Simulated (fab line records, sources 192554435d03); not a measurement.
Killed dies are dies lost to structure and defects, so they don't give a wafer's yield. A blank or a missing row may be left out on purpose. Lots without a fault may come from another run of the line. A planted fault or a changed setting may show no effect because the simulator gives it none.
Split-lot experiment | flow n5_finfet | 7 lots, 21 wafers read, on a route of 1938 steps

THE SPLIT
At N5_BEOL_M10_PEB_26 (peb time 60 s), the setting peb_time_s was moved away from the recipe's 60 s on 4 of the 21 wafers read, by -14.1% to +20.4%. The other wafers ran this setting at the recipe's value.

FROM THE SPLIT TO THE READING: what the file shows between them, 1 step
- N5_BEOL_M10_DEVELOP_27: develop time 30 s

THE READING
cd_nm, in nm, at N5_BEOL_M10_CD_MEAS_28 (target cd 70 nm). Fault-free wafers of this fab line usually give 69.9 nm, standard deviation 1.2 nm.

wafer  | tool, chamber at the split | peb_time_s as run, s | against the recipe | cd_nm, nm | against lot-mates on the recipe
L075.1 | litho_track-02, 0          | 51.55                | -14.1%             | 64.9      | -4.7
L075.2 | litho_track-02, 0          | 60                   | recipe             | 69.6      | -
L075.3 | litho_track-02, 0          | 51.55                | -14.1%             | 63.9      | -5.7
L079.1 | litho_track-02, 0          | 60                   | recipe             | 70.2      | -
L079.2 | litho_track-02, 0          | 60                   | recipe             | 72.0      | -
L079.5 | litho_track-02, 0          | 60                   | recipe             | 69.7      | -
L081.3 | litho_track-05, 0          | 60                   | recipe             | 68.3      | -
L081.5 | litho_track-05, 0          | 71.46                | +19.1%             | 77.2      | +8.9
L081.6 | litho_track-05, 0          | 60                   | recipe             | 68.4      | -
L086.2 | litho_track-05, 0          | 60                   | recipe             | 69.9      | -
L086.4 | litho_track-05, 0          | 60                   | recipe             | 69.3      | -
L086.6 | litho_track-05, 0          | 72.27                | +20.4%             | 78.8      | +9.2
L091.3 | litho_track-05, 0          | 60                   | recipe             | 68.2      | -
L091.4 | litho_track-05, 0          | 60                   | recipe             | 68.3      | -
L091.6 | litho_track-05, 0          | 60                   | recipe             | 68.6      | -
L090.4 | litho_track-05, 0          | 60                   | recipe             | 69.5      | -
L090.5 | litho_track-05, 0          | 60                   | recipe             | 69.6      | -
L090.6 | litho_track-05, 0          | 60                   | recipe             | 69.1      | -
L097.1 | litho_track-01, 0          | 60                   | recipe             | 69.5      | -
L097.2 | litho_track-01, 0          | 60                   | recipe             | 69.9      | -
L097.4 | litho_track-01, 0          | 60                   | recipe             | 68.4      | -

THE FIT
A straight line over all 21 wafers: cd_nm changes by +0.408 nm for each +1% of peb_time_s; r = +0.96; the points scatter about the line by 0.96 nm.
The same after taking each lot's own level away (the mean of its wafers on the recipe; 21 wafers): +0.426 nm for each +1%; r = +0.98; scatter 0.59 nm.
On that fit, the largest move of peb_time_s shifts the reading by 8.7 nm.
The lots' own levels span 68.35 to 70.63 nm, that is 1.9 times the standard deviation above.
So the lot-to-lot level changes the slope little: the two slopes agree.
Check: with one of the wafers moved furthest among these (+20.4%) left out of the fit, the line predicts +8.61 nm for it against its lot-mates. It came out at +9.2 nm against them.

OTHER SPLITS ON THESE WAFERS
These wafers also went through other splits before the reading. Each is held against what the fit with the lots' levels taken away leaves over:
other split on the same wafers   | wafers away from the commonest value | r with cd_nm (lot level and that fit taken away)
N5_BEOL_M6_ETCH_66 bias_w        | 9                                    | +0.42
N5_BEOL_M6_TRENCH_ETCH_37 bias_w | 8                                    | +0.01
N5_BEOL_M7_EXPOSE_25 dose_mj     | 4                                    | -0.12
N5_BEOL_M8_DESCUM_33 time_s      | 7                                    | -0.07
N5_BEOL_M8_ETCH_72 h2_flow_sccm  | 10                                   | +0.20
N5_BEOL_M10_COAT_22 spin_rpm     | 3                                    | +0.13

THE FILE'S OWN FIT
cd_nm changes by +0.439 nm for each +1% of peb_time_s, r = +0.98.
